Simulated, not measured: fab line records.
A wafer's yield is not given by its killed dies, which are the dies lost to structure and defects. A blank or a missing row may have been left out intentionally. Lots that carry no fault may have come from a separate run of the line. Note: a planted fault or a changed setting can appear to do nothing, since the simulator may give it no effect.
fab line records -- flow n5-finfet
[record] lots = 6, wafers = 18, last-day = 18
route steps=1938 shown SDB@370 DUMMY_REMOVAL@377 BEOL_M4@1111 PASSIVATION@1936
lots with no fault: from the same line, run without faults
start-h: the number of hours between the record's first day and the start of the first shown wafer of the lot -- wait-h: hours elapsed since this lot's preceding step -- " same as the row above -- L1.1+2: one row covering several wafers at once -- - either no value or no given start -- * or withheld: withheld -- < > ~ a bound
route shown NAME@n: a module of which the file shows steps, and the number in the route of the first -- usual: mean/standard deviation of fault-free wafers -- same: alike in all rows -- chamber/n: place in a boat -- sites: the reading at each site -- _std_site: the values' standard deviation -- _edge_site: the outer-site mean with the inner-site mean subtracted -- radius-mm: for every site, how far away it sits from the centre of the wafer -- mask NAME#n: copy n -- behind: tool/chamber where the wafer was last shaped -- hold: cause of the lot's hold/its duration in hours/its outcome -- device: the n, p or np transistor that did not switch -- end of line: the same wafers' tests at the end of the route -- where a step has no rows: the recipe by itself -- killed: the dies lost at the first sort to structure and to defects; this is not the yield of the wafer -- map: the dies of a wafer, with x for killed, . for not killed, _ for no die there
set.NAME: the setting as run; set.NAME@STEP: as run at that earlier step -- model.NAME: the simulator's own value behind a step, which no gauge read
lots at some steps of the route; a table a step, a row a wafer
services: when a tool's chamber went out of use (start-h, in hours from the record's first day, below 0 if earlier), for how many hours, and the reason
[[steps]]
[step N5_SDB_PRECLEAN_38]
[recipe] chemistry = dHF, time-s = 10, dilution = 750:1, temp-c = 25
[step N5_SDB_PRECLEAN_39]
[recipe] chemistry = O3/DIW, time-s = 45, temp-c = 22, o3-ppm = 10
[step N5_SDB_SRD_28]
[recipe] dry = ipa-marangoni, time-s = 30, temp-c = 23, rinse-liquid = diw
[step N5_SDB_ALD_29]
[recipe] material = SiNx, target-thk-a = 300, temp-c = 400, ald-precursor-family = SiH2I2, ald-co-reactant = N2/H2-plasma, pulse-time-s = 1, ald-cycles = 600, purge-time-s = 2, co-reactant-purge-time-s = 2, pressure-torr = 2
[usual] chamber-pressure-Torr = 2.000/0.004, heater-power-w = 865/99, precursor-pulse-height-rel = 1.001/0.019
[same] pulse-time-s = 1
lot.wafer,tool,chamber,start-h,wait-h,chamber-pressure-Torr,heater-power-w,precursor-pulse-height-rel
L451.2,ald-sin-01,0,107.44,0.0,2.006,779,1.013
L451.3,ald-sin-01,3,107.44,0.0,1.998,776,1.000
L451.5,ald-sin-01,3,108.80,1.4,1.992,761,1.027
L452.2,ald-sin-03,0,117.28,0.0,2.004,845,1.007
L452.4,ald-sin-03,3,117.28,0.0,2.004,658,1.016
L452.5,ald-sin-03,3,118.64,1.4,2.003,658,0.998
L453.4,ald-sin-02,2,122.27,1.0,1.994,896,1.008
L453.5,ald-sin-02,2,123.62,2.3,2.000,862,1.002
L453.6,ald-sin-02,1,123.62,2.3,1.998,1012,0.990
L462.1,ald-sin-02,0,177.37,0.0,1.997,849,1.001
L462.4,ald-sin-02,1,177.37,0.0,2.003,1002,1.010
L462.5,ald-sin-02,2,178.72,1.4,2.005,877,1.016
L463.2,ald-sin-02,2,181.30,0.0,2.001,855,1.029
L463.4,ald-sin-02,1,181.30,0.0,1.997,985,0.986
L463.6,ald-sin-02,1,182.66,1.4,1.992,1009,1.003
L467.2,ald-sin-02,1,204.82,0.0,1.996,999,0.990
L467.5,ald-sin-02,0,206.18,1.4,1.992,873,1.004
L467.6,ald-sin-02,3,206.18,1.4,2.003,929,0.995
[step N5_SDB_CMP_30]
[recipe] stop-on = poly-Si, t-overpolish-s = 1.54, post-cmp-clean = alkaline-brush, down-force-psi = 4.1491, platen-rpm = 51.796, pad-velocity-m-s = 1.0306, target-thk-nm = 30
[usual] motor-current-A = 11.6/0.88, overpolish-run-s = 1.540/0.0077, time-to-endpoint-s = 16.3/2.3
lot.wafer,tool,chamber,start-h,wait-h,motor-current-A,overpolish-run-s,time-to-endpoint-s
L451.3,cmp-03,3,110.18,1.4,11.6,1.553,15.5
L451.2,cmp-03,2,110.18,1.4,12.3,1.532,18.1
L451.5,cmp-03,0,110.18,1.4,11.5,1.554,15.2
L452.4,cmp-03,2,120.06,1.4,10.5,1.539,19.3
L452.2,cmp-03,3,120.06,1.4,11.8,1.527,20.7
L452.5,cmp-03,1,120.06,1.4,12.1,1.539,17.0
L453.4,cmp-03,0,125.12,1.5,12.1,1.546,15.3
L453.5,cmp-03,1,125.12,1.5,11.3,1.543,14.7
L453.6,cmp-03,2,125.12,1.5,11.2,1.543,19.7
L462.4,cmp-02,0,180.10,1.4,10.9,1.542,15.3
L462.1,cmp-02,3,180.10,1.4,12.1,1.545,17.2
L462.5,cmp-02,0,180.10,1.4,10.1,1.540,14.1
L463.2,cmp-04,0,184.04,1.4,14.8,1.544,12.3
L463.4,cmp-04,2,184.04,1.4,12.6,1.539,15.9
L463.6,cmp-04,1,184.04,1.4,12.5,1.545,17.1
L467.2,cmp-03,3,207.56,1.4,11.5,1.556,20.4
L467.6,cmp-03,3,207.56,1.4,11.4,1.530,20.6
L467.5,cmp-03,0,207.56,1.4,11.2,1.544,16.5
[step N5_SDB_THK_MEAS_31]
[recipe] reads = a-Si_of_DUMMY_GATE_CVD_03
[usual] SDB_THK = 64.1/0.99
lot.wafer,tool,chamber,start-h,wait-h,SDB_THK[nm]
L451.2,film-metro-02,-,110.47,-,64.6
L451.3,film-metro-02,-,110.47,-,64.6
L451.5,film-metro-02,-,110.47,-,64.4
L452.2,film-metro-02,-,120.31,-,61.6
L452.4,film-metro-02,-,120.31,-,64.1
L452.5,film-metro-02,-,120.31,-,63.8
L453.4,film-metro-02,-,125.30,-,63.0
L453.5,film-metro-02,-,125.30,-,64.3
L453.6,film-metro-02,-,125.30,-,62.8
L462.1,film-metro-02,-,180.39,-,62.5
L462.4,film-metro-02,-,180.39,-,63.3
L462.5,film-metro-02,-,180.39,-,63.5
L463.2,film-metro-02,-,184.33,-,61.6
L463.4,film-metro-02,-,184.33,-,63.7
L463.6,film-metro-02,-,184.33,-,64.1
L467.2,film-metro-02,-,207.85,-,63.5
L467.5,film-metro-02,-,207.85,-,65.8
L467.6,film-metro-02,-,207.85,-,65.0
[step N5_SDB_INSPECT_36]
[recipe] inspect-instrument = darkfield, mode = post-cmp
[usual] raw-defect-count = 38/24
lot.wafer,tool,chamber,start-h,wait-h,raw-defect-count
L451.2,defect-inspect-01,-,110.50,0.0,49
L451.3,defect-inspect-01,-,110.50,0.0,50
L451.5,defect-inspect-01,-,110.50,0.0,39
L452.2,defect-inspect-02,-,120.34,0.0,26
L452.4,defect-inspect-02,-,120.34,0.0,28
L452.5,defect-inspect-02,-,120.34,0.0,28
L453.4,defect-inspect-02,-,125.33,0.0,45
L453.5,defect-inspect-02,-,125.33,0.0,44
L453.6,defect-inspect-02,-,125.33,0.0,30
L462.1,defect-inspect-01,-,180.42,0.0,26
L462.4,defect-inspect-01,-,180.42,0.0,13
L462.5,defect-inspect-01,-,180.42,0.0,16
L463.2,defect-inspect-02,-,184.36,0.0,34
L463.4,defect-inspect-02,-,184.36,0.0,19
L463.6,defect-inspect-02,-,184.36,0.0,20
L467.2,defect-inspect-01,-,207.88,0.0,22
L467.5,defect-inspect-01,-,207.88,0.0,21
L467.6,defect-inspect-01,-,207.88,0.0,17
[step N5_DUMMY_REMOVAL_HM_STRIP_01]
[recipe] chemistry = CH3F/O2, material = SiNx, target-depth-a = 40, stop-on = poly-Si, time-s = 6.8, over-etch-frac = 0.3, ion-energy-ev = 60, power-w = 410, bias-w = 29, Ar_flow_sccm = 150, CH3F_flow_sccm = 30, O2_flow_sccm = 20
[usual] drypump-motor-current-A = 5.9/0.33, oes-product-au = 0.63/0.073, rf-vpp-V = 127.7/0.96, showerhead-plenum-p-Torr = 2.03/0.067, throttle-valve-pct = 16.44/0.21
lot.wafer,tool,chamber,start-h,wait-h,drypump-motor-current-A,oes-product-au,rf-hours-counter-h,rf-vpp-V,showerhead-plenum-p-Torr,throttle-valve-pct
L451.2,rie-diel-02,2,110.53,0.0,6.2,0.57,196,126.7,1.98,16.22
L451.3,rie-diel-02,3,110.53,0.0,6.2,0.77,7,127.7,2.13,16.10
L451.5,rie-diel-02,3,110.53,0.0,6.3,0.77,-,128.9,2.13,16.10
L452.2,rie-diel-01,0,120.37,0.0,6.3,0.72,32,128.6,2.04,16.46
L452.4,rie-diel-01,2,120.37,0.0,5.8,0.57,238,126.5,1.88,16.53
L452.5,rie-diel-01,2,120.37,0.0,5.8,0.57,-,125.9,1.88,16.52
L453.4,rie-diel-05,3,125.36,0.0,5.8,0.58,219,128.9,2.05,16.55
L453.5,rie-diel-05,3,125.36,0.0,5.8,0.57,-,127.2,2.05,16.55
L453.6,rie-diel-05,2,125.36,0.0,5.0,0.62,-,126.5,1.93,16.27
L462.1,rie-diel-01,3,180.54,0.1,5.8,0.70,55,127.9,2.03,16.35
L462.4,rie-diel-01,3,180.54,0.1,5.9,0.70,-,126.9,2.03,16.35
L462.5,rie-diel-01,1,180.54,0.1,5.8,0.56,-,129.0,2.06,16.85
L463.2,rie-diel-05,2,184.39,0.0,5.1,0.60,173,127.0,1.92,16.29
L463.4,rie-diel-05,3,184.39,0.0,5.8,0.56,237,127.3,2.05,16.58
L463.6,rie-diel-05,3,184.39,0.0,5.8,0.57,-,128.2,2.05,16.60
L467.2,rie-diel-01,2,207.91,0.0,5.9,0.78,9,126.7,2.12,16.08
L467.5,rie-diel-01,0,207.91,0.0,6.3,0.69,-,128.1,2.03,16.53
L467.6,rie-diel-01,2,207.91,0.0,5.9,0.79,-,129.2,2.12,16.07
[step N5_DUMMY_REMOVAL_STRIP_10]
[recipe] chemistry = N2/H2, time-s = 40, power-w = 100, temp-c = 40, pressure-mtorr = 100, rf-frequency-hz = 6e+07, bias-power-w = 3, n2-flow-sccm = 300, h2-flow-sccm = 300
[usual] drypump-motor-current-A = 5.9/0.34, oes-product-au = 0.78/0.093, rf-vpp-V = 45.3/0.82, showerhead-plenum-p-Torr = 3.42/0.11, throttle-valve-pct = 12.30/0.24
lot.wafer,tool,chamber,start-h,wait-h,drypump-motor-current-A,oes-product-au,rf-hours-counter-h,rf-vpp-V,showerhead-plenum-p-Torr,throttle-valve-pct
L451.2,rie-diel-02,2,110.57,0.0,6.2,0.70,196,43.7,3.37,12.23
L451.3,rie-diel-02,3,110.57,0.0,6.3,0.96,7,45.0,3.59,11.97
L451.5,rie-diel-02,3,110.57,0.0,6.3,0.97,-,45.3,3.59,11.97
L452.2,rie-diel-01,0,120.41,0.0,6.3,0.89,32,45.6,3.46,12.28
L452.4,rie-diel-01,2,120.41,0.0,5.9,0.71,238,44.9,3.17,12.41
L452.5,rie-diel-01,2,120.41,0.0,5.9,0.70,-,45.5,3.17,12.42
L453.4,rie-diel-05,3,125.39,0.0,5.8,0.70,219,45.8,3.46,12.46
L453.5,rie-diel-05,3,125.39,0.0,5.8,0.69,-,45.5,3.46,12.46
L453.6,rie-diel-05,2,125.39,0.0,5.0,0.77,-,46.1,3.22,12.04
L462.1,rie-diel-01,3,180.57,0.0,5.9,0.86,55,46.0,3.41,12.09
L462.4,rie-diel-01,3,180.57,0.0,5.9,0.86,-,45.3,3.41,12.09
L462.5,rie-diel-01,1,180.57,0.0,5.8,0.69,-,46.9,3.48,12.71
L463.2,rie-diel-05,2,184.43,0.0,5.1,0.74,173,43.8,3.21,12.10
L463.4,rie-diel-05,3,184.43,0.0,5.8,0.68,237,46.0,3.45,12.48
L463.6,rie-diel-05,3,184.43,0.0,5.8,0.68,-,46.3,3.45,12.48
L467.2,rie-diel-01,2,207.96,0.0,5.9,1.01,9,45.6,3.57,11.82
L467.5,rie-diel-01,0,207.96,0.0,6.4,0.85,-,45.7,3.45,12.36
L467.6,rie-diel-01,2,207.96,0.0,5.9,1.00,-,44.6,3.56,11.83
[step N5_DUMMY_REMOVAL_PRECLEAN_07]
[recipe] chemistry = dHF, time-s = 30, temp-c = 25, dilution = withheld
[step N5_DUMMY_REMOVAL_DUMMY_REMOVE_02]
[recipe] chemistry = TMAH, temp-c = 70, target = poly-Si, stop-on = SiO2, target-depth-nm = 142, conc-wt-pct = 5, time-s = 57, dry = ipa-marangoni, rinse-time-s = 30, rinse-temp-c = 23
[step N5_DUMMY_REMOVAL_INSPECT_06]
[recipe] inspect-instrument = brightfield, mode = aei
[usual] raw-defect-count = 12/6.3
lot.wafer,tool,chamber,start-h,wait-h,raw-defect-count
L451.2,defect-inspect-02,-,110.73,0.0,22
L451.3,defect-inspect-02,-,110.73,0.0,30
L451.5,defect-inspect-02,-,110.73,0.0,21
L452.2,defect-inspect-02,-,120.57,0.0,12
L452.4,defect-inspect-02,-,120.57,0.0,10
L452.5,defect-inspect-02,-,120.57,0.0,10
L453.4,defect-inspect-02,-,125.56,0.0,4
L453.5,defect-inspect-02,-,125.56,0.0,6
L453.6,defect-inspect-02,-,125.56,0.0,14
L462.1,defect-inspect-01,-,180.74,0.0,6
L462.4,defect-inspect-01,-,180.74,0.0,3
L462.5,defect-inspect-01,-,180.74,0.0,9
L463.2,defect-inspect-02,-,184.59,0.0,6
L463.4,defect-inspect-02,-,184.59,0.0,7
L463.6,defect-inspect-02,-,184.59,0.0,7
L467.2,defect-inspect-02,-,208.16,0.0,24
L467.5,defect-inspect-02,-,208.16,0.0,6
L467.6,defect-inspect-02,-,208.16,0.0,9
[step N5_DUMMY_REMOVAL_PRECLEAN_08]
[recipe] chemistry = NF3:NH3, afs-cycles = 2, temp-c = 30, time-s = 20, sublimation-temp-c = 180, sublimation-time-s = 60, pressure-torr = 3, rf-power-w = 30
[usual] temp-c = 29.99/0.099
lot.wafer,tool,chamber,start-h,wait-h,temp-c
L451.2,remote-plasma-01,0,110.80,0.1,30.00
L451.3,remote-plasma-01,0,110.80,0.1,29.80
L451.5,remote-plasma-01,0,110.80,0.1,29.95
L452.2,remote-plasma-02,0,120.63,0.1,29.94
L452.4,remote-plasma-02,0,120.63,0.1,29.88
L452.5,remote-plasma-02,0,120.63,0.1,29.89
L453.4,remote-plasma-01,0,125.68,0.1,29.86
L453.5,remote-plasma-01,0,125.68,0.1,29.93
L453.6,remote-plasma-01,0,125.68,0.1,29.84
L462.1,remote-plasma-01,0,180.77,0.0,28.80
L462.4,remote-plasma-01,0,180.77,0.0,28.74
L462.5,remote-plasma-01,0,180.77,0.0,28.78
L463.2,remote-plasma-01,0,184.66,0.1,28.64
L463.4,remote-plasma-01,0,184.66,0.1,28.73
L463.6,remote-plasma-01,0,184.66,0.1,28.74
L467.2,remote-plasma-02,1,208.23,0.1,29.98
L467.5,remote-plasma-02,1,208.23,0.1,29.99
L467.6,remote-plasma-02,1,208.23,0.1,30.02
[step N5_DUMMY_REMOVAL_PRECLEAN_04]
[recipe] chemistry = DHF, time-s = 37, temp-c = 25, dilution = 500:1
[step N5_BEOL_M4_RC_MEAS_101]
[usual] DIBL_N = 36.0/2.2, DIBL_P = 36.2/2.4, IOFF_N = 0.16/0.035, IOFF_P = 0.21/0.037, ION_N = 672/13, ION_P = 461/7, SS_N = 71.4/0.69, SS_P = 73.2/0.75, VT_N = 250/3.4, VT_P = -251/3
lot.wafer,tool,chamber,start-h,wait-h,DIBL_N[mV/V],DIBL_P[mV/V],IOFF_N[nA/um],IOFF_P[nA/um],ION_N[uA/um],ION_P[uA/um],SS_N[mV/dec],SS_P[mV/dec],VT_N[mV],VT_P[mV]
L451.2,prober-02,0,235.85,0.2,37.9,39.0,0.19,0.27,677,463,71.8,74.1,246,-249
L451.3,prober-02,0,235.85,0.2,34.0,33.4,0.13,0.17,679,462,69.7,72.4,249,-250
L451.5,prober-02,0,235.85,0.2,38.6,39.8,0.23,0.29,692,477,71.1,74.2,241,-245
L452.2,prober-01,0,240.85,0.2,36.1,36.7,0.15,0.19,676,460,71.7,73.5,249,-252
L452.4,prober-01,0,240.85,0.2,35.8,36.0,0.15,0.18,647,445,72.5,73.0,253,-253
L452.5,prober-01,0,240.85,0.2,37.6,37.9,0.18,0.22,682,462,71.8,73.2,248,-251
L453.4,prober-02,0,261.53,0.5,38.8,40.7,0.18,0.24,673,463,71.8,73.6,249,-246
L453.5,prober-02,0,261.53,0.5,37.5,39.5,0.16,0.21,654,452,72.1,73.4,250,-254
L453.6,prober-02,0,261.53,0.5,41.8,43.7,0.25,0.29,689,473,72.7,74.8,245,-244
L462.1,prober-01,0,304.60,0.0,34.5,32.9,0.12,0.17,666,457,70.9,72.9,254,-252
L462.4,prober-01,0,304.60,0.0,38.6,38.6,0.21,0.26,688,470,71.4,74.3,245,-249
L462.5,prober-01,0,304.60,0.0,36.0,36.3,0.15,0.21,680,468,70.7,73.1,249,-249
L463.2,prober-02,0,322.19,0.2,38.0,39.8,0.19,0.25,668,465,72.0,73.9,248,-246
L463.4,prober-02,0,322.19,0.2,35.8,36.4,0.15,0.19,660,451,71.4,73.1,253,-252
L463.6,prober-02,0,322.19,0.2,34.1,34.4,0.13,0.16,657,449,70.9,72.6,253,-252
L467.2,prober-01,0,341.25,0.2,38.0,36.8,0.19,0.22,691,470,71.4,73.7,244,-248
L467.5,prober-01,0,341.25,0.2,38.4,37.7,0.18,0.24,679,466,71.6,73.9,247,-250
L467.6,prober-01,0,341.25,0.2,39.5,40.4,0.24,0.29,702,484,72.3,74.4,245,-247
[step N5_PASSIVATION_PROBE_49]
[usual] defect-limited-yield = 91.2/1.4, killed_at_M0_to_M3 = 34/9.4, killed_at_M4_up = 14/5.6, killed-at-contacts = 13/7.8, killed-at-front-end = 37/10, killed-at-other = 4/3.3, killed-dies = 103/17, killed-open = 68/13, killed-short = 33/8.2, sort_bin_4_leakage = 0.00/0.0071, sort_bin_5_function = 5.1/0.92, sort_bin_6_memory = 3.3/0.71, sort-n-pass = 1077/17, sort-yield-pct = 91.2/1.4
[same] gross-dies = 1180, killed-at-back-side = 0, sort_bin_8_speed[%] = 0
lot.wafer,tool,chamber,start-h,wait-h,defect-limited-yield[%],killed_at_M0_to_M3,killed_at_M4_up,killed-at-contacts,killed-at-front-end,killed-at-other,killed-dies,killed-open,killed-short,sort_bin_4_leakage[%],sort_bin_5_function[%],sort_bin_6_memory[%],sort-n-pass,sort-yield-pct[%]
L452.2,prober-02,-,347.19,0.1,93.6,22,11,8,34,1,76,45,27,0,3.5,2.4,1104,93.6
L452.4,prober-02,-,347.29,0.2,90.2,49,12,17,38,0,116,74,41,0,5.7,3.6,1064,90.2
L452.5,prober-02,-,347.34,0.2,94.4,30,1,8,24,3,66,43,23,0,3.0,2.2,1114,94.4
L467.2,prober-02,-,441.06,0.2,90.8,37,18,8,45,1,109,75,33,0,4.9,4.1,1071,90.8
L467.5,prober-02,-,441.21,0.3,90.2,51,17,9,37,2,116,59,55,0,5.7,3.6,1064,90.2
L467.6,prober-02,-,441.26,0.4,91.9,43,21,11,17,4,96,67,26,0,4.2,3.6,1084,91.9
// killed by level:class
L452.2 BEOL_M3:geometric-particle:open=8 BEOL_M4:geometric-particle:open=6 ILD0:geometric-particle:short=5 MOL_CONTACT_COAG:geometric-particle:open=5 STARTING-WAFER:geometric-particle:open=5 DUMMY_GATE:geometric-particle:open=4 STARTING-WAFER:geometric-particle:short=4 HKMG_FIN:area-etch=4
L452.4 BEOL_M0_SAQP:geometric-particle:short=15 MOL_CONTACT_COAG:geometric-particle:open=13 STI_FIN_REVEAL:geometric-particle:open=12 BEOL_M0:geometric-particle:short=8 DUMMY_GATE:geometric-particle:open=7 BEOL_M0_SAQP:geometric-particle:open=7 BEOL_M3:geometric-particle:open=6 FIN_SAQP:geometric-particle:open=5
L452.5 BEOL_M0_SAQP:geometric-particle:open=13 FIN_SAQP:geometric-particle:short=4 STI_FIN_REVEAL:geometric-particle:open=4 MOL_CONTACT_COAG:geometric-particle:short=4 MOL_CONTACT_COAG:geometric-particle:open=4 BEOL_M0_SAQP:geometric-particle:short=4 BEOL_M2:geometric-particle:open=4 BEOL_M3:geometric-particle:open=4
L467.2 STI_FIN_REVEAL:geometric-particle:open=19 BEOL_M4:geometric-particle:open=10 FIN_SAQP:geometric-particle:open=6 FIN_SAQP:geometric-particle:short=6 MOL_CONTACT_COAG:geometric-particle:open=6 BEOL_M3:geometric-particle:open=6 BEOL_M1:geometric-particle:short=5 BEOL_M1:geometric-particle:open=5
L467.5 BEOL_M0_SAQP:geometric-particle:short=15 BEOL_M0_SAQP:geometric-particle:open=10 DUMMY_GATE:geometric-particle:open=10 BEOL_M4:geometric-particle:open=9 FIN_SAQP:geometric-particle:short=7 DUMMY_GATE:geometric-particle:short=7 MOL_CONTACT_COAG:geometric-particle:open=7 FIN_SAQP:geometric-particle:open=5
L467.6 BEOL_M4:geometric-particle:open=14 BEOL_M1:geometric-particle:open=12 MOL_CONTACT_COAG:geometric-particle:open=7 BEOL_M0_SAQP:geometric-particle:short=7 BEOL_M0_SAQP:geometric-particle:open=7 BEOL_M1:geometric-particle:short=6 BEOL_M2:geometric-particle:open=5 FIN_SAQP:geometric-particle:open=4
[[services]]
tool,chamber,start-h,hours,kind
ald-sin-01,-,85.75,14.0,pm
ald-sin-03,-,108.58,0.9,repair
rie-diel-05,1,109.28,4.8,repair
cmp-04,-,112.58,3.5,pm
ald-sin-03,-,119.99,2.8,pm
cmp-02,-,129.15,4.9,repair
ald-sin-03,1,130.03,1.8,repair
ald-sin-01,2,130.46,7.6,repair
remote-plasma-02,-,131.76,0.6,repair
rie-diel-05,1,140.73,9.1,repair
rie-diel-01,3,144.44,4.0,repair
rie-diel-01,2,168.39,-,clean
rie-diel-01,2,168.39,-,consumable-replace:focus-ring
rie-diel-01,2,168.39,-,consumable-replace:showerhead
rie-diel-01,2,168.39,21.4,scheduled-down
rie-diel-01,2,168.39,21.4,vent-cycle
rie-diel-02,2,177.07,8.7,repair
rie-diel-01,1,189.91,-,clean
rie-diel-01,1,189.91,-,consumable-replace:focus-ring
rie-diel-01,1,189.91,30.6,scheduled-down
ald-sin-03,-,194.21,6.0,pm
rie-diel-02,1,203.82,16.6,repair
rie-diel-01,3,205.00,4.9,repair
cmp-02,-,205.60,1.3,repair
[[key]]
[first-sign] step = N5_DUMMY_REMOVAL_PRECLEAN_08, reading = temp-c, direction = down, sigmas = 13, usual = *, struck = *
effect none on later readings
met-at N5_DUMMY_REMOVAL_PRECLEAN_08
struck-wafers L462.1,L462.4,L462.5,L463.2,L463.4,L463.6
onset-between 125.68 180.77
[fault] kind = process-parameter-drift, tool = remote-plasma-01, chamber = 0, onset-h = 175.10, steps = N5_DUMMY_REMOVAL_PRECLEAN_08, channel = temp-c, offset = *, shape = step, end-h = 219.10, acts-in = *, stated = *
